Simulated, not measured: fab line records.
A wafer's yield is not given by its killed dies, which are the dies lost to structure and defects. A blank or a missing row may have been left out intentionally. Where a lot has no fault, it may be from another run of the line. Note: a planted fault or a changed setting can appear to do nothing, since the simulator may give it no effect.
2 desks looking at one fault | flow n5 finfet | each desk holds nothing but its own numbers, with what lay behind them at the end

== THE TOOL OWNER'S DESK: rie diel-01 ==
The tool's own readings at N5_MOL_CONTACT_COAG_ETCH_89 (etches underlayer in N2/H2, target depth 13 nm, time 10.4 s): means of the sampled wafers that have a number, for each lot that ran on this tool. The brackets show how far a lot's mean lies from the usual mean; more than 4 standard deviations puts the lot out of limits, marked OUT. Shown are 7 of the 8 readings it has, namely the first that went out of limits plus those furthest out on some lot.
Columns: A = bias w at N5_MOL_CONTACT_COAG_ETCH_89, usual 150.0 W; B = drypump motor current A at N5_MOL_CONTACT_COAG_ETCH_89, usual 5.6 A; C = etch rf on time s at N5_MOL_CONTACT_COAG_ETCH_89, usual 10.43 s; D = n2 flow sccm at N5_MOL_CONTACT_COAG_ETCH_89, usual 200.0 sccm; E = oes product au at N5_MOL_CONTACT_COAG_ETCH_89, usual 0.65 a.u.; F = rf vpp V at N5_MOL_CONTACT_COAG_ETCH_89, usual 523.6 V; G = showerhead plenum p Torr at N5_MOL_CONTACT_COAG_ETCH_89, usual 2.54 Torr
lot  | first seen here | A     | B   | C               | D     | E    | F     | G
L585 | day 7 09:58     | 149.4 | 5.5 | 10.40           | 200.0 | 0.70 | 526.8 | 2.64
L586 | day 7 12:59     | 150.0 | 5.4 | 10.35           | 199.6 | 0.71 | 527.1 | 2.64
L590 | day 8 18:07     | 150.2 | 5.4 | 10.76           | 200.2 | 0.65 | 525.4 | 2.57
L596 | day 9 23:02     | 150.0 | 5.1 | 9.30 (-5.1) OUT | 200.3 | 0.78 | 523.3 | 2.50
L598 | day 10 20:26    | 149.8 | 5.9 | 7.69 (-12) OUT  | 199.9 | 0.87 | 526.1 | 2.63
This desk's verdict: out of limits on L596, L598, starting with L596 at day 9 23:02 (etch rf on time s at N5_MOL_CONTACT_COAG_ETCH_89). L585, L586, L590 stayed within limits.

== THE METROLOGY DESK ==
Means of the sampled wafers that have a number, per lot and without regard to the tool the lot ran on: this is what the gauges read. The brackets show how far a lot's mean lies from the usual mean; more than 4 standard deviations puts the lot out of limits, marked OUT. Readings shown: 7 of its 11, picked as those furthest out on some lot.
Columns: A = VG_OVL at N5_MOL_CONTACT_COAG_OVL_MEAS_85, usual -0.1 nm; B = DIBL_P at N5_BEOL_M4_RC_MEAS_101, usual 37.0 mV/V; C = ION_N at N5_BEOL_M4_RC_MEAS_101, usual 673 uA/um; D = ION_P at N5_BEOL_M4_RC_MEAS_101, usual 462 uA/um; E = SS_N at N5_BEOL_M4_RC_MEAS_101, usual 71.7 mV/dec; F = SS_P at N5_BEOL_M4_RC_MEAS_101, usual 73.4 mV/dec; G = VT_P at N5_BEOL_M4_RC_MEAS_101, usual -250 mV
lot  | first seen here | A    | B    | C   | D   | E    | F    | G
L579 | day 5 18:46     | 0.5  | 36.1 | 669 | 465 | 71.5 | 73.1 | -248
L582 | day 6 18:00     | 0.1  | 38.0 | 675 | 461 | 72.3 | 73.7 | -251
L583 | day 6 20:34     | 0.0  | 36.5 | 672 | 466 | 71.7 | 73.1 | -248
L585 | day 7 09:26     | 0.4  | 36.3 | 674 | 474 | 71.7 | 72.7 | -243
L586 | day 7 12:52     | 0.1  | 36.2 | 655 | 453 | 71.0 | 73.4 | -252
L589 | day 8 17:39     | -0.5 | 36.5 | 669 | 463 | 71.1 | 73.8 | -252
L590 | day 8 17:59     | -0.2 | 37.7 | 673 | 459 | 71.7 | 74.3 | -254
L596 | day 9 22:54     | -0.3 | 33.7 | 675 | 460 | 71.0 | 73.1 | -251
L598 | day 10 20:18    | -1.9 | 37.9 | 677 | 465 | 71.9 | 73.2 | -252
This desk found nothing out of limits on any of the 9 lots.

== ALL TOGETHER ==
The tool owner's desk had the chance to raise an alarm at day 9 23:02 on L596, L598.
From the metrology desk's view, nothing was out of limits.
The metrology desk has L596, L598 on record, within its limits.
N5_MOL_CONTACT_COAG_ETCH_89 was run on rie diel-01 by each of the lots named.

== WHAT WAS PUT IN BY THE SIMULATOR ==
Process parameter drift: rie diel-01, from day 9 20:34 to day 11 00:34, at N5_MOL_CONTACT_COAG_ETCH_89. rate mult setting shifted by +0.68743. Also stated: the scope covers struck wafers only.
Lots struck among those shown: L596, L598.
Time in hours from fault onset to the first out-of-limits reading at each desk: the tool owner's desk, 2.
